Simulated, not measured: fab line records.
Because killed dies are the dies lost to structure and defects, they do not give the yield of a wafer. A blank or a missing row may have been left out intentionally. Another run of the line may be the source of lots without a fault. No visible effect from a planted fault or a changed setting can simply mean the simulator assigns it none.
Chamber matching || flow n5-finfet || cmp-01 running N5_MOL_CONTACT_COAG_CMP_52: 4 sister chambers
The step polishes, stops on SiO2, t overpolish 1.5 s, target thk 66.5 nm. 8 wafers are shown with their chamber, then 9 later ones without.

WAFERS PAIRED WITH THEIR CHAMBERS
{"wafer": "L079.1", "chamber": 2, "motor-current-A (A)": 14.3, "time-to-endpoint-s (s)": 12.7}
{"wafer": "L079.6", "chamber": 1, "motor-current-A (A)": 11.4, "time-to-endpoint-s (s)": 16.6}
{"wafer": "L086.1", "chamber": 2, "motor-current-A (A)": 14.3, "time-to-endpoint-s (s)": 12.7}
{"wafer": "L086.3", "chamber": 3, "motor-current-A (A)": 9.9, "time-to-endpoint-s (s)": 15.7}
{"wafer": "L086.4", "chamber": 1, "motor-current-A (A)": 12.3, "time-to-endpoint-s (s)": 14.4}
{"wafer": "L087.2", "chamber": 0, "motor-current-A (A)": 11.0, "time-to-endpoint-s (s)": 14.6}
{"wafer": "L087.5", "chamber": 3, "motor-current-A (A)": 9.9, "time-to-endpoint-s (s)": 19.4}
{"wafer": "L087.6", "chamber": 0, "motor-current-A (A)": 11.3, "time-to-endpoint-s (s)": 18.1}

WAFERS WITHOUT THEIR CHAMBER
{"wafer": "L088.1", "motor-current-A (A)": 9.8, "time-to-endpoint-s (s)": 19.4}
{"wafer": "L088.2", "motor-current-A (A)": 15.4, "time-to-endpoint-s (s)": 15.1}
{"wafer": "L088.6", "motor-current-A (A)": 11.3, "time-to-endpoint-s (s)": 19.0}
{"wafer": "L096.1", "motor-current-A (A)": 12.6, "time-to-endpoint-s (s)": 12.8}
{"wafer": "L096.2", "motor-current-A (A)": 10.8, "time-to-endpoint-s (s)": 14.9}
{"wafer": "L096.5", "motor-current-A (A)": 12.6, "time-to-endpoint-s (s)": 15.3}
{"wafer": "L097.2", "motor-current-A (A)": 10.6, "time-to-endpoint-s (s)": 15.9}
{"wafer": "L097.3", "motor-current-A (A)": 9.3, "time-to-endpoint-s (s)": 16.2}
{"wafer": "L097.6", "motor-current-A (A)": 14.6, "time-to-endpoint-s (s)": 13.7}

WHICH CHAMBER EACH ONE RAN IN
{"wafer": "L088.1", "from the rows above": 3, "in truth": 3}
{"wafer": "L088.2", "from the rows above": 2, "in truth": 2}
{"wafer": "L088.6", "from the rows above": "can't be placed: 0 or 1", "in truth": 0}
{"wafer": "L096.1", "from the rows above": 1, "in truth": 1}
{"wafer": "L096.2", "from the rows above": "can't be placed: 0 or 3 or 1", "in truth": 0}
{"wafer": "L096.5", "from the rows above": 1, "in truth": 1}
{"wafer": "L097.2", "from the rows above": "can't be placed: 0 or 3", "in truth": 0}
{"wafer": "L097.3", "from the rows above": 3, "in truth": 3}
{"wafer": "L097.6", "from the rows above": 2, "in truth": 2}
Placed correctly: 6 of 9. Can't be placed from these rows: 3 (the true chamber is among the candidates in 3). Placed wrongly: 0.
How it was worked out, from the rows above alone: a wafer's distance from a chamber is the root of the sum, over the readings, of the square of ((its reading less the chamber's mean) divided by the reading's scatter). If the next closest chamber is less than 2 further off than the closest, the wafer can't be placed; otherwise it belongs to the closest. A chamber's mean is the mean of its shown wafers. The scatter: the root of (the sum of the squares of (reading less its chamber's mean) over the shown wafers, divided by (wafers less chambers)).
